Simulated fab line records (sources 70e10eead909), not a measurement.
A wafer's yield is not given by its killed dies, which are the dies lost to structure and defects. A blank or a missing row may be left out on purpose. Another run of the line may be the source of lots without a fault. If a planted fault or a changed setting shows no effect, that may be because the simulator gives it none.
3 desks looking at one fault ; flow nandHarc ; each desk has only its own numbers; what lay behind them comes last

## THE DEFECT DESK
For each lot, the counts of the inspections along the route, averaged over the sampled wafers that have a number. Any lot whose mean is over 4 standard deviations away from the usual mean is out of limits and marked OUT; that distance is given in the brackets.
Columns: A = rawDefectCount at NHARC_A_BONDPAD_INSPECT_23, usual 454
lot;first seen here;A
L292;day 19 09:10;363
L293;day 19 15:06;679
L294;day 19 17:13;485
L295;day 19 21:32;368
L297;day 20 17:49;499
L301;day 22 23:20;393
L300;day 22 23:43;346
L298;day 23 08:51;378
L299;day 24 06:33;505
L304;day 24 13:40;384
L305;day 24 22:35;388
L312;day 25 06:10;344
L313;day 25 17:31;488
Finding of this desk: none of the 13 lots has anything out of limits.

## THE TOOL OWNER'S DESK: pvdSputter-02
The tool's own readings at NHARC_P_M0_PVD_21 (deposits Cu, target thk 30 nm, time 20.49 s): means of the sampled wafers that have a number, for each lot that ran on this tool. Any lot whose mean is over 4 standard deviations away from the usual mean is out of limits and marked OUT; that distance is given in the brackets.
Columns: A = cathodeDcPowerW at NHARC_P_M0_PVD_21, usual 5000.0 W; B = throttleValvePct at NHARC_P_M0_PVD_21, usual 29.9 %
lot;first seen here;A;B
L292;day 5 11:28;4999.4;30.0
L294;day 6 10:29;4999.5;30.0
L295;day 6 13:16;4999.7;30.4
L300;day 7 16:40;5000.5;30.2
L305;day 9 18:46;4999.9;30.2
L312;day 10 18:29;5000.1;30.3
L313;day 11 04:04;4999.8;30.1
Finding of this desk: none of the 7 lots has anything out of limits.

## THE METROLOGY DESK
What the gauges read for every lot (on any tool): the sampled wafers with a number, averaged. Any lot whose mean is over 4 standard deviations away from the usual mean is out of limits and marked OUT; that distance is given in the brackets.
Columns: A = cdNm at NHARC_A_BONDPAD_CD_MEAS_13, usual 499.6 nm
lot;first seen here;A
L292;day 19 06:49;499.0
L293;day 19 12:49;499.8
L294;day 19 14:55;497.7
L295;day 19 18:56;498.5
L297;day 20 15:35;499.5
L301;day 22 21:04;499.9
L300;day 22 21:22;499.7
L298;day 23 06:35;500.1
L299;day 24 04:15;502.0
L304;day 24 11:01;499.2
L305;day 24 20:13;500.4
L312;day 25 03:37;496.3
L313;day 25 15:16;497.6
Finding of this desk: none of the 13 lots has anything out of limits.

## TAKEN TOGETHER
No out-of-limits result turned up at the defect desk.
The tool owner's desk saw nothing out of limits.
The metrology desk saw nothing out of limits.

## WHAT HAD BEEN PUT IN BY THE SIMULATOR
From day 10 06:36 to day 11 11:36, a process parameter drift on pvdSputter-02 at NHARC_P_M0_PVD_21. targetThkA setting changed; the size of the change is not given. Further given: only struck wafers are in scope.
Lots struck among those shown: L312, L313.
